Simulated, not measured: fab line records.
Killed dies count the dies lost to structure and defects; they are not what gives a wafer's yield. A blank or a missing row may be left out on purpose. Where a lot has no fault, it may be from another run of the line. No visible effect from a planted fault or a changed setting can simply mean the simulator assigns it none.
Which of the tools did it? -- flow nand-harc -- 13 lots, 37 wafers sampled, at 6 steps of a route of 1302

WHAT THE GAUGES SHOWED, per wafer
NHARC_A_ONON_D1_THK_MEAS_30: measures by ellipsometry. Usual: thk-nm 1005 nm, standard deviation 10.
lot,measured,on,thk-nm (nm),flag
L228,day 8 03:56,film-metro-02,1006 1006 1006,
L229,day 8 14:31,film-metro-02,1017 1017 1018,
L230,day 9 01:05,film-metro-01,1007 1008 1009,
L231,day 9 11:17,film-metro-02,985 982 982,
L232,day 9 21:16,film-metro-01,1009 1008 1009,
L234,day 10 15:56,film-metro-01,992 992 991,
L237,day 12 15:00,film-metro-02,997 999 999,
L240,day 13 02:04,film-metro-01,988 987 574 988 986 574,OFF
L241,day 14 04:59,film-metro-02,605 607,OFF
L246,day 15 19:17,film-metro-02,1010 1009 1009,
L248,day 16 15:10,film-metro-01,1000 999 1000,
L250,day 17 09:47,film-metro-02,994 995 995,
L251,day 17 19:51,film-metro-02,1025 1025 1027,

NHARC_END_SORT_01. Usual: killed-at-array 63, standard deviation 17; killed-at-other 0.8, standard deviation 1.1; killed-at-periphery 3.5, standard deviation 3; killed-dies 67, standard deviation 17; killed-open 3.1, standard deviation 1.6; killed-short 2.6, standard deviation 1.4.
lot,measured,on,killed-at-array,killed-at-other,killed-at-periphery,killed-dies,killed-open,killed-short,flag
L228,day 25 04:38,prober-02,70 75 72,0 1 0,5 3 2,75 79 74,3 4 7,1 6 4,
L229,day 24 20:51,prober-02,74 68 69,0 0 0,1 3 6,75 71 75,1 3 1,3 2 4,
L230,day 25 13:07,prober-01,79 80 57,0 4 3,4 1 0,83 85 60,8 2 3,1 2 3,
L231,day 25 06:57,prober-01,85 74 69,0 0 0,1 3 3,86 77 72,2 3 2,0 2 4,
L232,day 25 17:34,prober-02,106 90 90,1 0 0,1 3 3,108 93 93,3 5 4,2 3 3,
L234,day 26 13:50,prober-02,39 56 46,0 0 0,5 3 3,44 59 49,2 3 3,4 2 3,
L237,day 28 15:37,prober-01,61 54 63,0 2 1,1 2 2,62 58 66,2 3 2,2 1 5,
L240,day 29 03:45,prober-02,49 35 667,0 0 2,3 7 8,52 42 677,2 4 5,2 3 2,OFF
L241,day 30 10:48,prober-01,668,3,6,677,2,4,OFF
L246,day 32 14:59,prober-01,61 54 57,0 0 0,2 2 1,63 56 58,6 4 2,3 2 4,
L248,day 33 03:55,prober-02,61 72 59,1 0 0,4 2 5,66 74 64,6 1 2,4 5 3,
L250,day 33 03:03,prober-01,59 53 44,2 1 5,0 2 4,61 56 53,4 2 4,5 0 2,
L251,day 34 04:56,prober-01,47 60 61,2 0 2,12 2 2,61 62 65,4 3 5,1 2 0,

EACH LOT AND THE TOOL THAT RAN IT (in order: tool; ch and the chambers of the sampled wafers; start)
lot,NHARC_A_ZERO_WELL_RTA_16,NHARC_A_ONON_D1_DEP_28,NHARC_A_CHANNEL_HOLE_D1_DEP_00,NHARC_A_CHANNEL_HOLE_D1_DEP_01
L228,"rtp-anneal-02 ch 0, day 6 20:04","pecvd-onon-02 ch 0, day 8 03:26","acl-dep-01 ch 0, day 8 04:33","pecvd-02 ch 0,1,2, day 8 06:29"
L229,"rtp-anneal-01 ch 0, day 7 01:58","pecvd-onon-03 ch 0, day 8 14:00","acl-dep-03 ch 0, day 8 15:07","pecvd-02 ch 0,1, day 8 16:59"
L230,"rtp-anneal-02 ch 0, day 7 15:41","pecvd-onon-03 ch 0, day 9 00:38","acl-dep-02 ch 0, day 9 02:00","pecvd-01 ch 1,2, day 9 03:40"
L231,"rtp-anneal-01 ch 0, day 8 00:02","pecvd-onon-02 ch 0, day 9 10:57","acl-dep-03 ch 0, day 9 15:10","pecvd-03 ch 0,1,2, day 9 16:13"
L232,"rtp-anneal-01 ch 0, day 8 11:13","pecvd-onon-03 ch 0, day 9 20:43","acl-dep-03 ch 0, day 9 22:07","pecvd-02 ch 0,1, day 10 00:02"
L234,"rtp-anneal-01 ch 0, day 9 06:39","pecvd-onon-02 ch 0, day 10 15:25","acl-dep-01 ch 0, day 10 16:34","pecvd-01 ch 0,1,2, day 10 18:29"
L237,"rtp-anneal-02 ch 0, day 11 02:40","pecvd-onon-03 ch 0, day 12 14:29","acl-dep-03 ch 0, day 12 15:36","pecvd-01 ch 0,1,2, day 12 17:32"
L240,"rtp-anneal-01 ch 0, day 11 17:20","pecvd-onon-02 ch 0, day 13 01:34","acl-dep-02 ch 0, day 13 09:41","pecvd-01 ch 0,2, day 13 11:37"
L241,"rtp-anneal-02 ch 0, day 12 20:23","pecvd-onon-02 ch 0, day 14 04:32",-,-
L246,"rtp-anneal-01 ch 0, day 14 04:49","pecvd-onon-03 ch 0, day 15 18:46","acl-dep-03 ch 0, day 15 19:53","pecvd-01 ch 0,1,2, day 15 21:47"
L248,"rtp-anneal-02 ch 0, day 15 05:40","pecvd-onon-04 ch 0, day 16 14:43","acl-dep-03 ch 0, day 16 18:28","pecvd-03 ch 1,2, day 16 20:05"
L250,"rtp-anneal-02 ch 0, day 15 22:32","pecvd-onon-02 ch 0, day 17 09:16","acl-dep-01 ch 0, day 17 10:25","pecvd-03 ch 0,1,2, day 17 12:20"
L251,"rtp-anneal-02 ch 0, day 16 06:37","pecvd-onon-02 ch 0, day 17 19:24","acl-dep-01 ch 0, day 17 20:47","pecvd-01 ch 0,1,2, day 17 22:26"
- NHARC_A_ZERO_WELL_RTA_16: time 10 s.
- NHARC_A_ONON_D1_DEP_28: target thk 1000 nm.
- NHARC_A_CHANNEL_HOLE_D1_DEP_00: deposits aC, target thk 3100 nm.
- NHARC_A_CHANNEL_HOLE_D1_DEP_01: deposits SiON, target thk 140 nm.

AS READ BY THE TOOLS THEMSELVES (means over the sampled wafers that have a number; for cases with no such wafer, the mark the record gives instead)
NHARC_A_ZERO_WELL_RTA_16. Usual: lamp-power-pct 31 %, standard deviation 3; wafer_temp_C_max 1004.9, standard deviation 0.93.
lot,tool,lamp-power-pct (%),wafer_temp_C_max,flag
L228,rtp-anneal-02,28,1005.6,
L229,rtp-anneal-01,34,1004.5,
L230,rtp-anneal-02,28,1004.3,
L231,rtp-anneal-01,34,1004.1,
L232,rtp-anneal-01,34,1005.3,
L234,rtp-anneal-01,34,1004.9,
L237,rtp-anneal-02,28,1005.1,
L240,rtp-anneal-01,34,1004.8,
L241,rtp-anneal-02,28,1003.6,
L246,rtp-anneal-01,34,1005.5,
L248,rtp-anneal-02,28,1005.9,
L250,rtp-anneal-02,28,1004.4,
L251,rtp-anneal-02,28,1004.7,

NHARC_A_ONON_D1_DEP_28. Usual: n2-flow-sccm 2748 sccm, standard deviation 8; n2o-flow-sccm 2000 sccm, standard deviation 5.5.
lot,tool,n2-flow-sccm (sccm),n2o-flow-sccm (sccm),flag
L228,pecvd-onon-02,2746,1998,
L229,pecvd-onon-03,2753,2006,
L230,pecvd-onon-03,2755,1999,
L231,pecvd-onon-02,2752,2004,
L232,pecvd-onon-03,2747,2004,
L234,pecvd-onon-02,2748,1994,
L237,pecvd-onon-03,2752,1996,
L240,pecvd-onon-02,2750,1999,
L241,pecvd-onon-02,2741,2000,
L246,pecvd-onon-03,2738,1995,
L248,pecvd-onon-04,2761,2002,
L250,pecvd-onon-02,2751,1998,
L251,pecvd-onon-02,2741,1997,

NHARC_A_CHANNEL_HOLE_D1_DEP_00. Usual: throttle-valve-pct 35.000 %, standard deviation 0.01.
lot,tool,throttle-valve-pct (%),flag
L228,acl-dep-01,34.998,
L229,acl-dep-03,34.997,
L230,acl-dep-02,35.000,
L231,acl-dep-03,34.997,
L232,acl-dep-03,35.001,
L234,acl-dep-01,34.999,
L237,acl-dep-03,34.996,
L240,acl-dep-02,35.002,
L246,acl-dep-03,34.998,
L248,acl-dep-03,35.000,
L250,acl-dep-01,35.003,
L251,acl-dep-01,34.997,

NHARC_A_CHANNEL_HOLE_D1_DEP_01. Usual: heater-power-w 735 W, standard deviation 68; showerhead-vpp-V 1170 V, standard deviation 60.
lot,tool,heater-power-w (W),showerhead-vpp-V (V),flag
L228,pecvd-02,768,1190,
L229,pecvd-02,771,1214,
L230,pecvd-01,673,1170,
L231,pecvd-03,710,1175,
L232,pecvd-02,719,1238,
L234,pecvd-01,743,1167,
L237,pecvd-01,736,1151,
L240,pecvd-01,752,1164,
L246,pecvd-01,756,1158,
L248,pecvd-03,741,1096,
L250,pecvd-03,746,1171,
L251,pecvd-01,725,1146,

THE ANSWER, worked out from the rows above alone
Rule: a lot is off if the mean of its wafers that have a number lies more than 3 standard deviations from the usual mean. A lot without any number at a reading at which 4 lots or more have one is off too. All remaining lots with rows at the step are treated as sound. The gauges are gone through in route order, then the tools' own readings, and for those a lot's mean is taken as printed above. The first step at which some lot is off is used, and at that step the reading that is off furthest; a lot without a number counts as furthest.
Off: L240, L241 (NHARC_A_ONON_D1_THK_MEAS_30, thk-nm).
A tool fits if, at a process step before that reading, it ran every lot that is off, and no sound lot after the first of them. The gauges at NHARC_A_ONON_D1_THK_MEAS_30 aren't tried: what is off there is off at NHARC_END_SORT_01 too, on other tools, and a gauge's error can't cause that. None of those tried fits.

WHAT HAD BEEN PUT IN BY THE SIMULATOR
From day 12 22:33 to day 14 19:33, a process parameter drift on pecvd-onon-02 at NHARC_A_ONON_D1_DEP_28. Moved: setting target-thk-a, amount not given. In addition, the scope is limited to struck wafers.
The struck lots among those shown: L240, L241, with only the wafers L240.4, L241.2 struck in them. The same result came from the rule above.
